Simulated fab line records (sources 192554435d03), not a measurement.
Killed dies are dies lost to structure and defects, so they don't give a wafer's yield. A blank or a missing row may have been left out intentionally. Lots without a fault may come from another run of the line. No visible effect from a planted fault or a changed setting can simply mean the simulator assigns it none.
fab line records | flow n5Finfet
record: lots: 7 | wafers: 39
route steps=1938 shown BEOL_M9@1446
startH: hours from the record's opening day to when the first of the lot's shown wafers began | waitH: how many hours have passed since the lot's step before this one | " identical to the entry in the row above | L1.1+2: one row covering several wafers at once | - no value, or no start was given | * or withheld: withheld | < > ~ a bound
route shown NAME@n: names a module that has steps shown in the file, with the first one's number in the route | usual: mean/standard deviation taken from wafers without a fault | same: alike in all rows | chamber/n: place in a boat | sites: the reading at each site | _std_site: standard deviation across them | _edge_site: inner sites' mean taken away from outer sites' mean | radiusMm: how far each site lies from the wafer's centre | mask NAME#n: copy n | behind: tool/chamber where the wafer was last shaped | hold: what put the lot on hold/how long, in hours/how the hold closed | device: names the non-switching transistor (n, p or np) | end of line: tests run on the same wafers once the route is complete | a step without rows: its recipe alone | killed: count of dies lost to structure and defects at first sort (not the wafer's yield) | map: a wafer's dies, marking killed ones x, the rest . and places with no die _
set.NAME: the setting that was run; set.NAME@STEP: the one run at that earlier step | model.NAME: the simulator's own value behind a step, which no gauge read
lots run with intentionally changed settings; tables by step, rows by wafer
== steps ==
step: N5_BEOL_M9_TRENCH_ETCH_37
recipe: chemistry: C4F6/O2 | targetDepthA: 1514.3 | target: SiCOH_lowk | timeS: 49 | ionEnergyEv: 250 | pressureMtorr: 30 | sourceW: 345 | biasW: 185 | Ar_flow_sccm: 300 | C4F6_flow_sccm: 10 | O2_flow_sccm: 10
lot.wafer | tool       | chamber | startH | waitH | set.timeS | model.etch.depthNm | model.BEOL_M9.featureDepthNm | model.TiN_of_BEOL_M9_HM_DEP_02.thkNm
L075.1    | rieDiel-02 | 1       | -      | -     | 26.85     | 81.67              | 81.6                         | 17.8
L075.2    | "          | 3       | "      | "     | 26.85     | 79.46              | 79.4                         | 18
L075.3    | "          | 0       | "      | "     | 49        | 146.3              | 146.2                        | 15.8
L075.4    | "          | 3       | "      | "     | 49        | 146                | 146                          | 16.4
L075.5    | "          | 1       | "      | "     | 26.85     | 80.83              | 80.8                         | 18
L075.6    | "          | 0       | "      | "     | 49        | 148.6              | 148.6                        | 15.8
L076.1    | rieDiel-01 | 1       | -      | -     | 23.68     | 71.51              | 71.6                         | 18
L076.2    | "          | 3       | "      | "     | 23.68     | 71.44              | 71.4                         | 17.6
L076.3+4  | "          | 0       | "      | "     | 49        | 156                | 156                          | 15.8
L076.5    | "          | 3       | "      | "     | 23.68     | 71.54              | 71.6                         | 18.4
L076.6    | "          | 1       | "      | "     | 49        | 147.1              | 147                          | 15.6
L081.1    | rieDiel-06 | 2       | -      | -     | 71.78     | 229.3              | 229.4                        | 14
L081.2    | "          | 1       | "      | "     | 71.78     | 225.9              | 225.8                        | 14
L081.3    | "          | 0       | "      | "     | 49        | 157                | 157                          | 15.6
L081.4    | "          | 3       | "      | "     | 71.78     | 222.7              | 222.6                        | 14
L081.5    | "          | 3       | "      | "     | 49        | 151.6              | 151.6                        | 15.8
L081.6    | "          | 2       | "      | "     | 49        | 154.2              | 154.2                        | 16.2
L082.1    | rieDiel-02 | 2       | -      | -     | 34.85     | 107.5              | 107.6                        | 16.8
L082.2    | "          | 1       | "      | "     | 34.85     | 103.5              | 103.6                        | 17.2
L082.3    | "          | 0       | "      | "     | 49        | 147.1              | 147                          | 16.2
L082.4    | "          | 0       | "      | "     | 49        | 147.1              | 147.2                        | 15.8
L082.5    | "          | 2       | "      | "     | 49        | 150.8              | 150.8                        | 15.8
L082.6    | "          | 1       | "      | "     | 34.85     | 104.8              | 104.8                        | 16.8
L086.1    | rieDiel-01 | 1       | -      | -     | 57.81     | 171.6              | 171.6                        | 15.4
L086.2    | "          | 0       | "      | "     | 57.81     | 186.6              | 186.6                        | 15
L086.3    | "          | 2       | "      | "     | 57.81     | 176.3              | 176.4                        | 15
L086.4    | "          | 1       | "      | "     | 49        | 145                | 145                          | 15.6
L086.5    | "          | 0       | "      | "     | 49        | 158.5              | 158.6                        | 15.8
L086.6    | "          | 2       | "      | "     | 49        | 151.3              | 151.4                        | 15.6
L092.1    | rieDiel-02 | 3       | -      | -     | 49        | 154.3              | 154.2                        | 16.2
L092.2    | "          | 2       | "      | "     | 49        | 155.1              | 155.2                        | 15.6
L092.6    | "          | 0       | "      | "     | 49        | 150.1              | 150                          | 15.6
L095.1    | rieDiel-06 | 3       | -      | -     | 60.5      | 193.2              | 193.2                        | 14
L095.2    | "          | 0       | "      | "     | 60.5      | 192.2              | 192.2                        | 14.8
L095.3    | "          | 2       | "      | "     | 60.5      | 190.3              | 190.4                        | 14.4
L095.4    | "          | 1       | "      | "     | 49        | 155                | 155                          | 15.6
L095.5    | "          | 2       | "      | "     | 49        | 155.3              | 155.2                        | 15.4
L095.6    | "          | 3       | "      | "     | 49        | 156.8              | 156.8                        | 15
step: N5_BEOL_M9_ETCH_41
recipe: chemistry: CH3F/O2 | target: SiCN | targetDepthA: 366 | taperDeg: 2 | timeS: 70.1 | ionEnergyEv: 120 | maskMaterial: TiN | pressureMtorr: 30 | sourceW: 395 | biasW: 75 | Ar_flow_sccm: 150 | CH3F_flow_sccm: 30 | O2_flow_sccm: 20
step: N5_BEOL_M9_STRIP_80
recipe: chemistry: N2/H2 | timeS: 10 | powerW: 450 | tempC: 40 | pressureMtorr: 20 | rfFrequencyHz: 6e+07 | biasPowerW: 7 | n2FlowSccm: 200 | h2FlowSccm: 200
step: N5_BEOL_M9_OCD_MEAS_38
usual: trenchDepthNm: 152/3.9
lot.wafer | tool   | chamber | startH | waitH | set.timeS@BEOL_M9_TRENCH_ETCH_37 | trenchDepthNm
L075.1    | ocd-01 | -       | 202.37 | -     | 26.85                            | 81
L075.2    | "      | -       | "      | "     | 26.85                            | 79
L075.3    | "      | -       | "      | "     | 49                               | 146
L075.4    | "      | -       | "      | "     | 49                               | 146
L075.5    | "      | -       | "      | "     | 26.85                            | 81
L075.6    | "      | -       | "      | "     | 49                               | 148
L076.1    | ocd-01 | -       | 223.46 | -     | 23.68                            | 72
L076.2    | "      | -       | "      | "     | 23.68                            | 72
L076.3    | "      | -       | "      | "     | 49                               | 156
L076.4    | "      | -       | "      | "     | 49                               | 156
L076.5    | "      | -       | "      | "     | 23.68                            | 72
L076.6    | "      | -       | "      | "     | 49                               | 147
L081.1    | ocd-01 | -       | 238.68 | -     | 71.78                            | 229
L081.2    | "      | -       | "      | "     | 71.78                            | 226
L081.3    | "      | -       | "      | "     | 49                               | 157
L081.4    | "      | -       | "      | "     | 71.78                            | 222
L081.5    | "      | -       | "      | "     | 49                               | 151
L081.6    | "      | -       | "      | "     | 49                               | 154
L082.1    | ocd-01 | -       | 248.84 | -     | 34.85                            | 108
L082.2    | "      | -       | "      | "     | 34.85                            | 104
L082.3    | "      | -       | "      | "     | 49                               | 147
L082.4    | "      | -       | "      | "     | 49                               | 147
L082.5    | "      | -       | "      | "     | 49                               | 151
L082.6    | "      | -       | "      | "     | 34.85                            | 105
L086.1    | ocd-02 | -       | 291.63 | -     | 57.81                            | 171
L086.2    | "      | -       | "      | "     | 57.81                            | 187
L086.3    | "      | -       | "      | "     | 57.81                            | 177
L086.4    | "      | -       | "      | "     | 49                               | 145
L086.5    | "      | -       | "      | "     | 49                               | 158
L086.6    | "      | -       | "      | "     | 49                               | 152
L092.1    | ocd-01 | -       | 315.06 | -     | 49                               | 154
L092.2    | "      | -       | "      | "     | 49                               | 155
L092.6    | "      | -       | "      | "     | 49                               | 150
L095.1    | ocd-02 | -       | 344.03 | -     | 60.5                             | 193
L095.2    | "      | -       | "      | "     | 60.5                             | 192
L095.3    | "      | -       | "      | "     | 60.5                             | 190
L095.4    | "      | -       | "      | "     | 49                               | -
L095.5    | "      | -       | "      | "     | 49                               | 155
L095.6    | "      | -       | "      | "     | 49                               | -
step: N5_BEOL_M9_HM_STRIP_39
recipe: chemistry: peroxideTinStrip | material: TiN | targetDepthA: 250 | tempC: 50 | timeS: 158
step: N5_BEOL_M9_SRD_40
recipe: timeS: 30 | tempC: 23 | rinseLiquid: diw | dry: ipaMarangoni
step: N5_BEOL_M9_ECD_50
recipe: material: Cu | targetThkA: 3180
step: N5_BEOL_M9_ANNEAL_51
recipe: tempC: 225 | timeS: 90 | ambient: N2
step: N5_BEOL_M9_CMP_52
recipe: stopOn: SiCOH_lowk | tOverpolishS: 7 | downForcePsi: 1 | platenRpm: 50 | clearingPlatenDownForcePsi: 1.5 | clearingPlatenRpm: 50 | postCmpClean: cuAlkaline | targetThkNm: 140 | clearingPlatenPadVelocityMS: 0.99484 | padVelocityMS: 0.99484
lot.wafer | tool   | chamber | startH | waitH | set.timeS@BEOL_M9_TRENCH_ETCH_37 | model.Cu_of_BEOL_M9_ECD_50.thkNm
L075.2    | cmp-01 | 0       | 205.12 | 0.2   | 26.85                            | 65.2
L075.4    | "      | 1       | "      | "     | 49                               | 134
L075.1    | "      | 2       | "      | "     | 26.85                            | 68.8
L075.3    | "      | 3       | "      | "     | 49                               | 133.8
L075.5    | "      | 0       | "      | "     | 26.85                            | 66.8
L075.6    | "      | 1       | "      | "     | 49                               | 136.2
L076.3    | cmp-03 | 0       | 226.46 | 0.3   | 49                               | 144.8
L076.2    | "      | 1       | "      | "     | 23.68                            | 62.8
L076.1    | "      | 2       | "      | "     | 23.68                            | 60.6
L076.4    | "      | 3       | "      | "     | 49                               | 144.6
L076.5    | "      | 0       | "      | "     | 23.68                            | 60.8
L076.6    | "      | 1       | "      | "     | 49                               | 137.8
L081.1    | cmp-01 | 1       | 241.02 | 0.3   | 71.78                            | 219.2
L081.2    | "      | 2       | "      | "     | 71.78                            | 214
L081.4    | "      | 3       | "      | "     | 71.78                            | 210.8
L081.3    | "      | 0       | "      | "     | 49                               | 144.8
L081.5    | "      | 1       | "      | "     | 49                               | 140.2
L081.6    | "      | 2       | "      | "     | 49                               | 142.4
L082.3    | cmp-03 | 1       | 251.97 | 0.2   | 49                               | 138.8
L082.2    | "      | 2       | "      | "     | 34.85                            | 91.8
L082.4    | "      | 3       | "      | "     | 49                               | 134.2
L082.1    | "      | 0       | "      | "     | 34.85                            | 96.8
L082.5    | "      | 1       | "      | "     | 49                               | 143.2
L082.6    | "      | 2       | "      | "     | 34.85                            | 94.8
L086.1    | cmp-01 | 0       | 293.60 | 0.3   | 57.81                            | 160.4
L086.4    | "      | 1       | "      | "     | 49                               | 134.6
L086.2    | "      | 2       | "      | "     | 57.81                            | 175.6
L086.3    | "      | 3       | "      | "     | 57.81                            | 167
L086.5    | "      | 0       | "      | "     | 49                               | 147.2
L086.6    | "      | 1       | "      | "     | 49                               | 141.2
L092.1    | cmp-01 | 0       | 317.01 | 0.3   | 49                               | 142.2
L092.2    | "      | 1       | "      | "     | 49                               | 145
L092.6    | "      | 2       | "      | "     | 49                               | 138.2
L095.1    | cmp-03 | 0       | 346.61 | 0.3   | 60.5                             | 182.8
L095.2    | "      | 1       | "      | "     | 60.5                             | 184.6
L095.4    | "      | 2       | "      | "     | 49                               | 143.6
L095.3    | "      | 3       | "      | "     | 60.5                             | 178.4
L095.5    | "      | 0       | "      | "     | 49                               | 144.8
L095.6    | "      | 1       | "      | "     | 49                               | 148.2
step: N5_BEOL_M9_THK_MEAS_53
recipe: thkMeasGauge: xrf | reads: Cu_of_BEOL_M9_ECD_50
usual: M9_THK: 144/4.4
lot.wafer | tool         | chamber | startH | waitH | set.timeS@BEOL_M9_TRENCH_ETCH_37 | M9_THK[nm]
L075.1    | filmMetro-02 | -       | 205.41 | -     | 26.85                            | 71
L075.2    | "            | -       | "      | "     | 26.85                            | 68
L075.3    | "            | -       | "      | "     | 49                               | 139
L075.4    | "            | -       | "      | "     | 49                               | 139
L075.5    | "            | -       | "      | "     | 26.85                            | 69
L075.6    | "            | -       | "      | "     | 49                               | 142
L076.1    | filmMetro-01 | -       | 226.76 | -     | 23.68                            | 62
L076.2    | "            | -       | "      | "     | 23.68                            | 65
L076.3    | "            | -       | "      | "     | 49                               | 149
L076.4    | "            | -       | "      | "     | 49                               | 148
L076.5    | "            | -       | "      | "     | 23.68                            | 62
L076.6    | "            | -       | "      | "     | 49                               | 141
L081.1    | filmMetro-01 | -       | 241.32 | -     | 71.78                            | 227
L081.2    | "            | -       | "      | "     | 71.78                            | 222
L081.3    | "            | -       | "      | "     | 49                               | 150
L081.4    | "            | -       | "      | "     | 71.78                            | 218
L081.5    | "            | -       | "      | "     | 49                               | 145
L081.6    | "            | -       | "      | "     | 49                               | 148
L082.1    | filmMetro-01 | -       | 252.26 | -     | 34.85                            | 99
L082.2    | "            | -       | "      | "     | 34.85                            | 94
L082.3    | "            | -       | "      | "     | 49                               | 141
L082.4    | "            | -       | "      | "     | 49                               | 137
L082.5    | "            | -       | "      | "     | 49                               | 146
L082.6    | "            | -       | "      | "     | 34.85                            | 97
L086.1    | filmMetro-02 | -       | 293.90 | -     | 57.81                            | 163
L086.2    | "            | -       | "      | "     | 57.81                            | 180
L086.3    | "            | -       | "      | "     | 57.81                            | 170
L086.4    | "            | -       | "      | "     | 49                               | 138
L086.5    | "            | -       | "      | "     | 49                               | 150
L086.6    | "            | -       | "      | "     | 49                               | 144
L092.1    | filmMetro-02 | -       | 317.22 | -     | 49                               | 146
L092.2    | "            | -       | "      | "     | 49                               | 149
L092.6    | "            | -       | "      | "     | 49                               | 142
L095.1    | filmMetro-01 | -       | 346.91 | -     | 60.5                             | 186
L095.2    | "            | -       | "      | "     | 60.5                             | 188
L095.3    | "            | -       | "      | "     | 60.5                             | 182
L095.4    | "            | -       | "      | "     | 49                               | -
L095.5    | "            | -       | "      | "     | 49                               | 147
L095.6    | "            | -       | "      | "     | 49                               | -
step: N5_BEOL_M9_PRE_CLEAN_55
recipe: gas: NH3 | timeS: 15 | tempC: withheld | rfPowerW: 300
step: N5_BEOL_M9_DEP_56
recipe: material: SiCN | targetThkA: 150 | tempC: withheld | precursor: 3MS/NH3 | pressureTorr: 3 | rfW: 202 | timeS: 26.5
step: N5_BEOL_M9_RS_MEAS_57
recipe: thkMeasGauge: four-point-probe | reads: Cu_of_BEOL_M9_ECD_50+Co_of_BEOL_M9_CVD_78+TaN_of_BEOL_M9_ALD_74
usual: M9_RS: 0.150/0.005
lot.wafer | tool         | chamber | startH | waitH | set.timeS@BEOL_M9_TRENCH_ETCH_37 | M9_RS[ohm/sq]
L075.1    | filmMetro-02 | -       | 205.55 | 0.1   | 26.85                            | 0.342
L075.2    | "            | -       | "      | "     | 26.85                            | 0.363
L075.3    | "            | -       | "      | "     | 49                               | 0.159
L075.4    | "            | -       | "      | "     | 49                               | 0.158
L075.5    | "            | -       | "      | "     | 26.85                            | 0.353
L075.6    | "            | -       | "      | "     | 49                               | 0.155
L076.1    | filmMetro-02 | -       | 226.92 | 0.1   | 23.68                            | 0.397
L076.2    | "            | -       | "      | "     | 23.68                            | 0.380
L076.3    | "            | -       | "      | "     | 49                               | 0.145
L076.4    | "            | -       | "      | "     | 49                               | 0.146
L076.5    | "            | -       | "      | "     | 23.68                            | 0.396
L076.6    | "            | -       | "      | "     | 49                               | 0.154
L081.1    | filmMetro-01 | -       | 241.46 | 0.1   | 71.78                            | 0.093
L081.2    | "            | -       | "      | "     | 71.78                            | 0.095
L081.3    | "            | -       | "      | "     | 49                               | 0.145
L081.4    | "            | -       | "      | "     | 71.78                            | 0.097
L081.5    | "            | -       | "      | "     | 49                               | 0.150
L081.6    | "            | -       | "      | "     | 49                               | 0.148
L082.1    | filmMetro-01 | -       | 252.40 | 0.1   | 34.85                            | 0.229
L082.2    | "            | -       | "      | "     | 34.85                            | 0.243
L082.3    | "            | -       | "      | "     | 49                               | 0.152
L082.4    | "            | -       | "      | "     | 49                               | 0.158
L082.5    | "            | -       | "      | "     | 49                               | 0.147
L082.6    | "            | -       | "      | "     | 34.85                            | 0.234
L086.1    | filmMetro-02 | -       | 294.03 | 0.1   | 57.81                            | 0.130
L086.2    | "            | -       | "      | "     | 57.81                            | 0.118
L086.3    | "            | -       | "      | "     | 57.81                            | 0.124
L086.4    | "            | -       | "      | "     | 49                               | 0.157
L086.5    | "            | -       | "      | "     | 49                               | 0.143
L086.6    | "            | -       | "      | "     | 49                               | 0.149
L092.1    | filmMetro-02 | -       | 317.36 | 0.1   | 49                               | 0.148
L092.2    | "            | -       | "      | "     | 49                               | 0.145
L092.6    | "            | -       | "      | "     | 49                               | 0.153
L095.1    | filmMetro-01 | -       | 347.04 | 0.1   | 60.5                             | 0.113
L095.2    | "            | -       | "      | "     | 60.5                             | 0.112
L095.3    | "            | -       | "      | "     | 60.5                             | 0.116
L095.4    | "            | -       | "      | "     | 49                               | -
L095.5    | "            | -       | "      | "     | 49                               | 0.145
L095.6    | "            | -       | "      | "     | 49                               | -
== key ==
split: step: N5_BEOL_M9_TRENCH_ETCH_37 | setting: timeS | stated: 49 | by: wafer
response: step: N5_BEOL_M9_TRENCH_ETCH_37 | reading: model.etch.depthNm | change: +1.53 | per: 1% | r: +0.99
response: step: N5_BEOL_M9_TRENCH_ETCH_37 | reading: model.BEOL_M9.featureDepthNm | change: +1.53 | per: 1% | r: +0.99
response: step: N5_BEOL_M9_TRENCH_ETCH_37 | reading: model.TiN_of_BEOL_M9_HM_DEP_02.thkNm | change: -0.041 | per: 1% | r: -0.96
response: step: N5_BEOL_M9_OCD_MEAS_38 | reading: trenchDepthNm | change: +1.53 | per: 1% | r: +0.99
response: step: N5_BEOL_M9_CMP_52 | reading: model.Cu_of_BEOL_M9_ECD_50.thkNm | change: +1.54 | per: 1% | r: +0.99
response: step: N5_BEOL_M9_THK_MEAS_53 | reading: M9_THK | change: +1.59 | per: 1% | r: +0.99
response: step: N5_BEOL_M9_RS_MEAS_57 | reading: M9_RS | change: -0.00326 | per: 1% | r: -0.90
